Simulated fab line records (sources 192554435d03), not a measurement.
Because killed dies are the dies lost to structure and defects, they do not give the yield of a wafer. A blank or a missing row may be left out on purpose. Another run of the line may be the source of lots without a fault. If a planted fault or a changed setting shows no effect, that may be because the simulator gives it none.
Chamber matching ; flow n5Finfet ; 3 sister chambers for N5_BEOL_M8_ILD_DEP_00 on pecvd-03
The step deposits SiCOH lowk from DEMS/porogen, target thk 179.75 nm, time 33.4 s. 3 wafers are shown with their chamber, then 12 later ones without.

## WAFERS WITH THEIR CHAMBER
wafer;chamber;throttleValvePct (%)
L086.4;2;13.5
L089.1;1;13.8
L089.4;0;13.4

## WAFERS MISSING THEIR CHAMBER
wafer;throttleValvePct (%)
L090.2;14.0
L090.3;13.6
L090.5;13.5
L092.3;14.1
L092.5;14.0
L092.6;13.7
L094.1;13.7
L094.5;13.8
L094.6;13.4
L093.2;14.2
L093.4;13.3
L093.6;13.9

## CHAMBER TAKEN BY EACH
wafer;from the rows above;in truth
L090.2;can't be placed: 1 or 2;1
L090.3;can't be placed: 2 or 0 or 1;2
L090.5;can't be placed: 2 or 0 or 1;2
L092.3;can't be placed: 1 or 2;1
L092.5;can't be placed: 1 or 2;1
L092.6;can't be placed: 1 or 2 or 0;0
L094.1;can't be placed: 1 or 2 or 0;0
L094.5;can't be placed: 1 or 2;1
L094.6;can't be placed: 0 or 2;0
L093.2;can't be placed: 1 or 2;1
L093.4;can't be placed: 0 or 2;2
L093.6;can't be placed: 1 or 2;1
0 of 12 placed correctly. Unplaceable from these rows: 12, with the true chamber sitting among the candidates in 12. 0 placed wrongly.
How it was worked out, from the rows above alone: a wafer's distance from a chamber is the root of the sum, over the readings, of the square of ((its reading less the chamber's mean) divided by the reading's scatter). If the next closest chamber is less than 2 further off than the closest, the wafer can't be placed; otherwise it belongs to the closest. A chamber's mean is the mean of its shown wafers. The scatter: root of mean squared gap, hidden wafer to nearest shown wafer, with one shown wafer a chamber.
